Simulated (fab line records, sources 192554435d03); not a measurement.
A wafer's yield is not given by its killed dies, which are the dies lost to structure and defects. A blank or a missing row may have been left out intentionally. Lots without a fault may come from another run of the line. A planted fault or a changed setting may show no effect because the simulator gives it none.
Split-lot study -- flow n5-finfet -- route with 1938 steps; 7 lots, 21 wafers read

== THE SPLIT ==
At N5_BEOL_M7_COAT_05 (resist thk 90 nm), the setting spin-rpm was moved away from the recipe's 1500 rpm on 8 of the 21 wafers read, by -10.3% to -3.4%. For the rest of the wafers, this setting stayed at what the recipe calls for.

== FROM THE SPLIT TO THE READING: what the file shows between them, 2 steps ==
- N5_BEOL_M7_EBR_07
- N5_BEOL_M7_SOFTBAKE_06: time 60 s

== THE READING ==
CAR-ArF_of_BEOL_M7_COAT_05.thk-nm (the simulator's own value, which no gauge read), in nm, at N5_BEOL_M7_DESCUM_16 (chemistry O2, time 7.9 s). The file gives no usual value for it. Here, 13 wafers ran the recipe; their average is 83.4 nm with a standard deviation of 0.29 nm.

wafer,"tool, chamber at the split","spin-rpm as run, rpm",against the recipe,"CAR-ArF_of_BEOL_M7_COAT_05.thk-nm, nm",against lot-mates on the recipe
L075.3,"litho-track-02, 0",1500,recipe,83.4,-
L075.4,"litho-track-02, 0",1345,-10.3%,88.6,+5.2
L075.6,"litho-track-02, 0",1345,-10.3%,88.4,+5.0
L078.3,"litho-track-04, 0",1449,-3.4%,85,+2.0
L078.4,"litho-track-04, 0",1449,-3.4%,84.8,+1.8
L078.6,"litho-track-04, 0",1500,recipe,83,-
L079.3,"litho-track-01, 0",1500,recipe,84.2,-
L079.4,"litho-track-01, 0",1422,-5.2%,86.6,+2.4
L079.6,"litho-track-01, 0",1422,-5.2%,86.6,+2.4
L080.1,"litho-track-04, 0",1500,recipe,83.2,-
L080.4,"litho-track-04, 0",1500,recipe,83.2,-
L080.2,"litho-track-04, 0",1447,-3.5%,85.2,+2.0
L086.2,"litho-track-01, 0",1500,recipe,83.4,-
L086.5,"litho-track-01, 0",1500,recipe,83.4,-
L086.3,"litho-track-01, 0",1500,recipe,83.2,-
L090.1,"litho-track-02, 0",1500,recipe,83.6,-
L090.4,"litho-track-02, 0",1500,recipe,83.6,-
L090.6,"litho-track-02, 0",1418,-5.5%,86.4,+2.8
L093.1,"litho-track-04, 0",1500,recipe,83.2,-
L093.2,"litho-track-04, 0",1500,recipe,83.2,-
L093.6,"litho-track-04, 0",1500,recipe,83.4,-

THE FIT
A straight line over all 21 wafers: CAR-ArF_of_BEOL_M7_COAT_05.thk-nm changes by -0.515 nm for each +1% of spin-rpm; r = -0.98; the points scatter about the line by 0.32 nm.
The same after taking each lot's own level away (the mean of its wafers on the recipe; 21 wafers): -0.494 nm for each +1%; r = -1.00; scatter 0.13 nm.
That fit puts the effect of the largest move of spin-rpm on the reading at 5.1 nm.
The lots' own levels span 83.00 to 84.20 nm, that is 4.2 times the standard deviation above.
Hence the lot-to-lot level has little effect on the slope; both slopes agree.
Check: with one of the wafers moved furthest among these (-10.3%) left out of the fit, the line predicts +5.09 nm for it against its lot-mates. Against them it came out at +5.2 nm.

== OTHER SPLITS APPLIED TO THESE WAFERS ==
These wafers also went through other splits before the reading. Each is held against what the fit with the lots' levels taken away leaves over:
other split on the same wafers,wafers away from the commonest value,r with CAR-ArF_of_BEOL_M7_COAT_05.thk-nm (lot level and that fit taken away)
N5_BEOL_M6_ALD_77 co-reactant-pulse-time-s,7,-0.20

== THE WHOLE CHAIN: every reading that the file lists as answering this split, in the file's order ==
step,what it does,reading,change (the file's fit),r (the file's)
N5_BEOL_M7_COAT_05,resist thk 90 nm,"CAR-ArF_of_BEOL_M7_COAT_05.thk-nm (the simulator's own value, which no gauge read)",-0.492 nm for each +1% of the setting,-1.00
N5_BEOL_M7_DESCUM_16,"chemistry O2, time 7.9 s","CAR-ArF_of_BEOL_M7_COAT_05.thk-nm (the simulator's own value, which no gauge read)",-0.501 nm for each +1% of the setting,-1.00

== FILE'S OWN FIT ==
CAR-ArF_of_BEOL_M7_COAT_05.thk-nm changes by -0.501 nm for each +1% of spin-rpm, r = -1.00.
